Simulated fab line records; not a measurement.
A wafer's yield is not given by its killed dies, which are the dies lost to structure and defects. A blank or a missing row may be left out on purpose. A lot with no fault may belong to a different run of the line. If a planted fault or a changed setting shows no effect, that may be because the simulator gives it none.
Comparing a struck lot with a sound one / flow nand-harc / 17 steps out of a route of 1302
Sound: wafers L866.3, L866.4, L866.6. Wafers struck: L874.2, L874.4. The cause is named last.
Each step with rows lists, per side, the tool, then ch with its chambers, then its first start. Under that, the readings that differ: sound wafers / struck wafers / difference of the means / sigmas: that difference in standard deviations of wafers without a fault.
alike: readings with means less than 2 such deviations apart, plus words and numbers identical on both sides. not compared: withheld readings, readings lacking a value on some wafer, bounds such as >300 that could conceal the same value, and numbers that have no deviation in the record and whose values overlap.
Wherever a step has rows on one side only, a row that says differs or no value, or a row with sigmas, the two part there. Numbers that have no deviation but don't overlap get no sigmas and don't part them. A reading missing from all wafers of one side parts the sides only when that side holds two or more wafers.

first, 1 step without rows for these wafers: NHARC_A_BONDPAD_HARDBAKE_10 (time 65 s).
NHARC_A_BONDPAD_DESCUM_11: chemistry O2, time 3 s.
  sound on rie-diel-06 ch 1,2, day 24 11:49; struck on rie-diel-05 ch 2,3, day 27 09:47
  alike: chamber-pressure-mTorr, drypump-motor-current-A, oes-product-au, rf-vpp-V, showerhead-plenum-p-Torr, throttle-valve-pct
  not compared: rf-hours-counter-h
then, 1 step without rows for these wafers: NHARC_A_BONDPAD_ETCH_34 (etches the open film in N2/H2, target depth 60 nm, overetch 18 nm, time 65.91 s).
NHARC_A_BONDPAD_ETCH_12: etches the open film in CHF3/O2, target depth 220 nm, time 110 s.
  sound on rie-diel-06 ch 0,1,2; struck on rie-diel-05 ch 0,3
reading=oes-product-au (a.u.); sound=0.915 0.910 0.921; struck=0.973 0.986; difference=+0.064; sigmas=+3
  alike: chamber-pressure-mTorr, drypump-motor-current-A, rf-fwd-power-W, rf-vpp-V, showerhead-plenum-p-Torr, throttle-valve-pct
  not compared: rf-hours-counter-h
NHARC_A_BONDPAD_CD_MEAS_13:
  struck on cd-sem-01, day 27 10:06; sound on cd-sem-01, day 24 12:08
  alike: cd-nm
then, 3 steps without rows for these wafers: NHARC_A_BONDPAD_STRIP_15 (strips in O2); NHARC_A_BONDPAD_ETCH_24 (etches the open film in CF4/N2, target depth 30 nm, time 72.99 s); NHARC_A_BONDPAD_STRIP_16 (strips in post etch residue remover, time 600 s).
NHARC_A_BONDPAD_DEGAS_25: time 60 s.
  struck on pvd-sputter-03, day 27 10:44; sound on pvd-sputter-03, day 24 12:46
  alike: heater-power-w, susceptor-temp-C
then, 3 steps without rows for these wafers: NHARC_A_BONDPAD_PRE_CLEAN_26 (time 30 s); NHARC_A_BONDPAD_PVD_17 (deposits TaN, target thk 5 nm, time 8.06 s); NHARC_A_BONDPAD_PVD_27 (deposits Cu, target thk 30 nm, time 20.49 s).
NHARC_A_BONDPAD_ECD_18: material Cu, target thk 400 nm.
  sound on ecd-cu-01 ch 0,1, day 24 13:13; struck on ecd-cu-01 ch 0, day 27 11:05
  alike: bath-temp-c
NHARC_A_BONDPAD_ANNEAL_28: time 90 s.
  sound on rtp-anneal-02 ch 0, day 24 13:37; struck on rtp-anneal-01 ch 0, day 27 11:31
  alike: wafer_temp_C_max
NHARC_A_BONDPAD_CMP_19: polishes, t overpolish 30 s, cu recess touch 16 s, target thk 169.82 nm.
  sound on cmp-04 ch 2,3, day 24 13:51; struck on cmp-04 ch 0,1, day 27 11:48
  alike: edge-zone-pressure-frac, motor-current-A, overpolish-run-s
NHARC_A_BONDPAD_THK_MEAS_20: measures by xrf.
  struck on film-metro-02, day 27 12:17; sound on film-metro-01, day 24 14:10
reading=thk-nm (nm); sound=169.4 170.5 169.5; struck=128.3 126.2; difference=-42.6; sigmas=-27
  not compared: hold
NHARC_END_SORT_01:
  sound on prober-01 ch 0, day 27 09:15; struck on prober-01 ch 0, day 29 02:01
reading=hold; sound=- - -; struck=await-dispo/2.7h/release await-dispo/2.7h/release; difference=no value on the sound wafers; sigmas=
reading=defect-limited-yield (%); sound=87.6 89.5 90.1; struck=0 0; difference=-89; sigmas=-34
reading=killed-at-array; sound=75 65 59; struck=669 670; difference=+603; sigmas=+35
reading=killed-at-other; sound=5 3 5; struck=1 0; difference=-4; sigmas=-3
reading=killed-dies; sound=84 71 67; struck=677 677; difference=+603; sigmas=+34
reading=sort_bin_2_pct (%); sound=4.9 3.8 3.5; struck=95.1 94.7; difference=+90.8; sigmas=+76
reading=sort-n-pass; sound=593 606 610; struck=0 0; difference=-603; sigmas=-34
reading=sort-rim-yield-pct (%); sound=89 95 90; struck=0 0; difference=-91; sigmas=-25
reading=sort-yield-pct (%); sound=87.6 89.5 90.1; struck=0 0; difference=-89; sigmas=-34
  alike: killed-at-periphery, killed-open, killed-short, sort_bin_3_pct, sort_bin_4_pct

== WHERE THEY PART ==
First at NHARC_A_BONDPAD_ETCH_12; last, within this record, at NHARC_END_SORT_01.

WHY: what had been put in by the simulator
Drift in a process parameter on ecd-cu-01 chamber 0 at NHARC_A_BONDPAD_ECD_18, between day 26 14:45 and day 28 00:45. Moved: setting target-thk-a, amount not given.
